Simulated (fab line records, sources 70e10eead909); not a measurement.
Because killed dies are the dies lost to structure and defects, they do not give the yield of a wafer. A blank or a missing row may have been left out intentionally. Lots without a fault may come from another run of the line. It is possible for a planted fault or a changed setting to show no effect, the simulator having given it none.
Struck lot and sound lot, side by side / flow nand_harc / 40 out of 1159 route steps
Sound: these wafers, L263.1, L263.4, L263.6. The struck wafers were L274.1, L274.4, L274.5. The cause is named last.
For every step that has rows: the tool of each side, followed by ch and its chambers, followed by its first start. Under that, the readings that differ: sound wafers / struck wafers / difference of the means / sigmas: that difference in standard deviations of wafers without a fault.
alike: same words and numbers on both sides, and readings whose means sit less than 2 such deviations apart. not compared: any withheld reading, any reading some wafer has no value for, any bound like >300 that may hide the same value, and any number with overlapping values for which the record gives no deviation.
The two part at a step that has a row with sigmas, a row that says differs or no value, or rows on one side only. When numbers do not overlap yet have no deviation, they are printed without sigmas and do not part them. A reading that every wafer of one side lacks parts them only if that side has two wafers or more.

NHARC_A_CONTACT_DESCUM_13: chemistry O2, time 3 s.
  sound on rie_diel-11 ch 0,3, day 19 01:00; struck on rie_diel-11 ch 0,1, day 21 02:07
  alike: drypump_motor_current_A, oes_product_au, rf_vpp_V, showerhead_plenum_p_Torr, throttle_valve_pct
  not compared: rf_hours_counter_h
NHARC_A_CONTACT_ETCH_88: etches the open film in CF4, target depth 39 nm, time 65 s.
  sound on rie_diel-11 ch 1,3, day 19 01:05; struck on rie_diel-11 ch 0,2,3, day 21 02:12
  alike: bias_w, drypump_motor_current_A, oes_product_au, rf_vpp_V, showerhead_plenum_p_Torr, throttle_valve_pct
  not compared: rf_hours_counter_h
then, 4 steps without rows for these wafers: NHARC_A_CONTACT_ETCH_89 (etches the open film in N2/H2, target depth 260 nm, time 475.3 s); NHARC_A_CONTACT_ETCH_30 (etches the open film in CF4/CHF3, target depth 60.5 nm, time 30.2 s); NHARC_A_CONTACT_ETCH_31 (etches the open film in O2/COS, target depth 2000 nm, time 520 s); NHARC_A_CONTACT_ETCH_134 (etches the open film in C4F8/O2/Ar, time 140 s, target depth 700 nm).
NHARC_A_CONTACT_ETCH_135: etches the open film in C4F8/O2/Ar, time 132 s, target depth 1287 nm.
  sound on har_cap_etch-02 ch 0,1, day 19 02:19; struck on har_cap_etch-01 ch 0,1, day 21 03:18
  not compared: rf_hours_counter_h
then, 4 steps without rows for these wafers: NHARC_A_CONTACT_ETCH_136 (etches the open film in C4F8/O2/Ar, time 132 s, target depth 1287 nm); NHARC_A_CONTACT_ETCH_137 (etches the open film in C4F8/O2/Ar, time 132 s, target depth 1287 nm); NHARC_A_CONTACT_ETCH_138 (etches the open film in C4F8/O2/Ar, time 132 s, target depth 1289 nm); NHARC_A_CONTACT_ETCH_139 (etches the open film in C4F8/O2/Ar, time 137 s, target depth 590 nm).
NHARC_A_CONTACT_ETCH_92: etches the open film in CH3F/O2, target depth 40 nm, time 85.7 s.
  sound on rie_diel-11 ch 0,3, day 19 03:17; struck on rie_diel-11 ch 0,1,3, day 21 04:11
reading=bias_w (W); sound=100.53 100.59 99.90; struck=99.49 99.97 99.79; difference=-0.59; sigmas=-2
  alike: drypump_motor_current_A, oes_product_au, rf_vpp_V, showerhead_plenum_p_Torr, throttle_valve_pct
  not compared: rf_hours_counter_h
NHARC_A_CONTACT_ETCH_98: etches the open film in C4F6/O2, target depth 20 nm, time 10 s.
  sound on rie_diel-11 ch 1,2, day 19 03:26; struck on rie_diel-11 ch 0,2, day 21 04:20
  alike: bias_w, drypump_motor_current_A, oes_product_au, rf_vpp_V, showerhead_plenum_p_Torr, throttle_valve_pct
  not compared: rf_hours_counter_h
NHARC_A_CONTACT_CD_MEAS_15:
  sound: cd_sem-01 at day 19 03:31; struck: cd_sem-01 at day 21 04:25
  alike: cd_nm
then, 8 steps without rows for these wafers: NHARC_A_CONTACT_STRIP_107 (strips in N2/H2); NHARC_A_CONTACT_STRIP_108 (strips in CF4/CHF3); NHARC_A_CONTACT_STRIP_109 (strips in O2/COS); NHARC_A_CONTACT_ETCH_110 (etches the open film in CF4/O2, target depth 50 nm, overetch 5 nm, time 27.5 s); NHARC_A_CONTACT_STRIP_26 (strips in O2); NHARC_A_CONTACT_STRIP_27 (strips in post etch residue remover, time 600 s); NHARC_A_CONTACT_ALD_18 (deposits TiN, target thk 3 nm, pulse time 1 s, ald cycles 150); NHARC_A_CONTACT_CVD_19 (deposits W, target thk 300 nm, time 802 s).
NHARC_A_CONTACT_CMP_20: polishes, t overpolish 30 s, target thk 300 nm.
  sound on cmp-03 ch 0,1,3, day 19 07:08; struck on cmp-02 ch 2,3, day 21 06:44
  alike: motor_current_A, overpolish_run_s, retaining_ring_pressure_frac, time_to_endpoint_s
then, 11 steps without rows for these wafers: NHARC_A_CONTACT_SRD_22; NHARC_A_BLC_DEHYDRATE_00 (time 120 s); NHARC_A_BLC_HMDS_01 (time 30 s); NHARC_A_BLC_COAT_02 (time 75 s); NHARC_A_BLC_COAT_03 (time 65 s); NHARC_A_BLC_COAT_04 (resist thk 90 nm); NHARC_A_BLC_SOFTBAKE_05 (time 55 s); NHARC_A_BLC_EBR_06; NHARC_A_BLC_EXPOSE_07 (exposes mask A BLC, target cd 100 nm); NHARC_A_BLC_PEB_08 (peb time 65 s); NHARC_A_BLC_DEVELOP_09 (develop time 35 s).
NHARC_A_BLC_CD_MEAS_10 targets a cd of 100 nm.
  sound on cd_sem-03 ch 0, day 19 07:59; struck on cd_sem-01 ch 0, day 21 07:38
  alike: cd_nm
NHARC_A_BLC_OVL_MEAS_11:
  sound: overlay-01 at day 19 08:05; struck: overlay-02 at day 21 07:43
  alike: overlay_x_nm, overlay_y_nm
then, 3 steps without rows for these wafers: NHARC_A_BLC_DESCUM_15 (chemistry O2, time 3 s); NHARC_A_BLC_ETCH_16 (etches the open film in CF4, target depth 39 nm, time 65 s); NHARC_A_BLC_ETCH_17 (etches the open film in N2/H2, target depth 390 nm, time 609.38 s).
NHARC_END_SORT_01:
  the record has rows for the struck wafers here (prober-01 ch 0, day 23 07:19) and none for the sound ones

WHERE THEY PART
First at NHARC_A_CONTACT_ETCH_92; last, within this record, at NHARC_END_SORT_01.

WHY: what had been put in by the simulator
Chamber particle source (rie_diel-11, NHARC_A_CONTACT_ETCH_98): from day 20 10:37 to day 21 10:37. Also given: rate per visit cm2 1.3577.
